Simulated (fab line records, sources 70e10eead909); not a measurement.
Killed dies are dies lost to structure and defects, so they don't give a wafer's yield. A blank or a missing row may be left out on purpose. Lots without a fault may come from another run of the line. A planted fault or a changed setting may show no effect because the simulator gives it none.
A struck lot beside a sound one | flow nand_harc | 42 steps out of a route of 1159
Sound: wafers L308.2, L308.3, L308.5. Struck: wafer L323.3. (L323.4, L323.5 of the same lot were not struck and are left out.) The cause comes at the end.
At each step with rows: each side's tool, then ch and its chambers, then its first start. Under that, the readings that differ: sound wafers | struck wafers | difference of the means | sigmas: that difference in standard deviations of wafers without a fault.
alike: readings whose means differ by less than 2 such deviations, and words and numbers that are the same on both sides. not compared: withheld readings, readings that some wafer has no value for, bounds like >300 that may hide the same value, and numbers for which the record gives no deviation and whose values overlap.
The two part at a step that has a row with sigmas, a row that says differs or no value, or rows on one side only. Numbers that don't overlap but have no deviation are shown without sigmas and don't part them. A reading that every wafer of one side lacks parts them only if that side has two wafers or more.

first, 1 step without rows for these wafers: NHARC_A_CONTACT_ETCH_125 (etches the open film in C4F8/O2/Ar, time 155 s, target depth 956 nm).
NHARC_A_CONTACT_ETCH_126: etches the open film in C4F8/O2/Ar, time 155 s, target depth 956 nm.
  sound on har_cap_etch-03 ch 0,1, day 17 07:43; struck on har_cap_etch-03 ch 1, day 20 12:02
  not compared: rf_hours_counter_h
then, 6 steps without rows for these wafers: NHARC_A_CONTACT_ETCH_127 (etches the open film in C4F8/O2/Ar, time 155 s, target depth 956 nm); NHARC_A_CONTACT_ETCH_128 (etches the open film in C4F8/O2/Ar, time 155 s, target depth 956 nm); NHARC_A_CONTACT_ETCH_129 (etches the open film in C4F8/O2/Ar, time 155 s, target depth 956 nm); NHARC_A_CONTACT_ETCH_130 (etches the open film in C4F8/O2/Ar, time 155 s, target depth 956 nm); NHARC_A_CONTACT_ETCH_131 (etches the open film in C4F8/O2/Ar, time 155 s, target depth 956 nm); NHARC_A_CONTACT_ETCH_132 (etches the open film in C4F8/O2/Ar, time 156 s, target depth 958 nm).
NHARC_A_CONTACT_ETCH_133: etches the open film in C4F8/O2/Ar, time 195 s, target depth 840 nm.
  sound on har_cap_etch-03 ch 0,1, day 17 08:43; struck on har_cap_etch-03 ch 1, day 20 13:04
  not compared: rf_hours_counter_h
NHARC_A_CONTACT_ETCH_91: etches the open film in CH3F/O2, target depth 40 nm, time 85.7 s.
  sound on rie_diel-13 ch 0,1,2, day 17 09:16; struck on rie_diel-13 ch 1, day 20 13:32
  alike: drypump_motor_current_A, oes_product_au, rf_vpp_V, showerhead_plenum_p_Torr, throttle_valve_pct
  not compared: rf_hours_counter_h
then, 1 step without rows for these wafers: NHARC_A_CONTACT_ETCH_97 (etches the open film in C4F6/O2, target depth 20 nm, time 10 s).
NHARC_A_CONTACT_CD_MEAS_80:
  sound on cd_sem-03, day 17 09:34; struck on cd_sem-01, day 20 13:45
  alike: cd_nm
NHARC_A_CONTACT_STRIP_103: strips in N2/H2.
  sound on rie_diel-07 ch 1,2,3, day 17 09:38; struck on rie_diel-07 ch 0,3, day 20 13:50
then, 2 steps without rows for these wafers: NHARC_A_CONTACT_STRIP_104 (strips in CF4/CHF3); NHARC_A_CONTACT_STRIP_105 (strips in O2/COS).
NHARC_A_CONTACT_ETCH_106: etches the open film in CF4/O2, target depth 60 nm, overetch 6 nm, time 33 s.
  sound on rie_diel-07 ch 0,1,3, day 17 09:52; struck on rie_diel-07 ch 1, day 20 14:09
  alike: drypump_motor_current_A, oes_product_au, rf_vpp_V, showerhead_plenum_p_Torr, throttle_valve_pct
  not compared: rf_hours_counter_h
then, 14 steps without rows for these wafers: NHARC_A_CONTACT_STRIP_82 (strips in O2); NHARC_A_CONTACT_STRIP_83 (strips in post etch residue remover, time 600 s); NHARC_A_CONTACT_DEP_84 (deposits aC, target thk 2000 nm); NHARC_A_CONTACT_DEP_85 (deposits SiON, target thk 50 nm); NHARC_A_CONTACT_DEHYDRATE_00 (time 120 s); NHARC_A_CONTACT_HMDS_01 (time 30 s); NHARC_A_CONTACT_COAT_86 (time 75 s); NHARC_A_CONTACT_COAT_87 (time 65 s); NHARC_A_CONTACT_COAT_02 (resist thk 90 nm); NHARC_A_CONTACT_SOFTBAKE_03 (time 55 s); NHARC_A_CONTACT_EBR_04; NHARC_A_CONTACT_EXPOSE_05 (exposes mask A CC); NHARC_A_CONTACT_PEB_06 (peb time 65 s); NHARC_A_CONTACT_DEVELOP_07 (develop time 35 s).
NHARC_A_CONTACT_CD_MEAS_08: target cd 100 nm.
  sound on cd_sem-03 ch 0, day 17 13:52; struck on cd_sem-02 ch 0, day 20 16:47
  alike: cd_nm
NHARC_A_CONTACT_OVL_MEAS_09:
  sound on overlay-01, day 17 13:58; struck on overlay-02, day 20 16:53
  alike: overlay_x_nm, overlay_y_nm
then, 1 step without rows for these wafers: NHARC_A_CONTACT_DESCUM_13 (chemistry O2, time 3 s).
NHARC_A_CONTACT_ETCH_88: etches the open film in CF4, target depth 39 nm, time 65 s.
  sound on rie_diel-05 ch 0,2, day 17 14:08; struck on rie_diel-05 ch 3, day 20 17:07
  alike: drypump_motor_current_A, oes_product_au, rf_vpp_V, showerhead_plenum_p_Torr, throttle_valve_pct
  not compared: rf_hours_counter_h
then, 7 steps without rows for these wafers: NHARC_A_CONTACT_ETCH_89 (etches the open film in N2/H2, target depth 260 nm, time 475.3 s); NHARC_A_CONTACT_ETCH_30 (etches the open film in CF4/CHF3, target depth 60.5 nm, time 30.2 s); NHARC_A_CONTACT_ETCH_31 (etches the open film in O2/COS, target depth 2000 nm, time 520 s); NHARC_A_CONTACT_ETCH_134 (etches the open film in C4F8/O2/Ar, time 140 s, target depth 700 nm); NHARC_A_CONTACT_ETCH_135 (etches the open film in C4F8/O2/Ar, time 132 s, target depth 1287 nm); NHARC_A_CONTACT_ETCH_136 (etches the open film in C4F8/O2/Ar, time 132 s, target depth 1287 nm); NHARC_A_CONTACT_ETCH_137 (etches the open film in C4F8/O2/Ar, time 132 s, target depth 1287 nm).
-- the record jumps here: 3 days lie between the struck wafers' starts before and after (it left off in module A_CONTACT and takes up again in module END, whose first step shown is number 1159 of the route) --
NHARC_END_SORT_01:
  the record has rows for the struck wafers here (prober-01 ch 0, day 23 20:04) and none for the sound ones

WHERE THEY PART
Only at NHARC_END_SORT_01, within this record.

WHY: what the simulator had put in
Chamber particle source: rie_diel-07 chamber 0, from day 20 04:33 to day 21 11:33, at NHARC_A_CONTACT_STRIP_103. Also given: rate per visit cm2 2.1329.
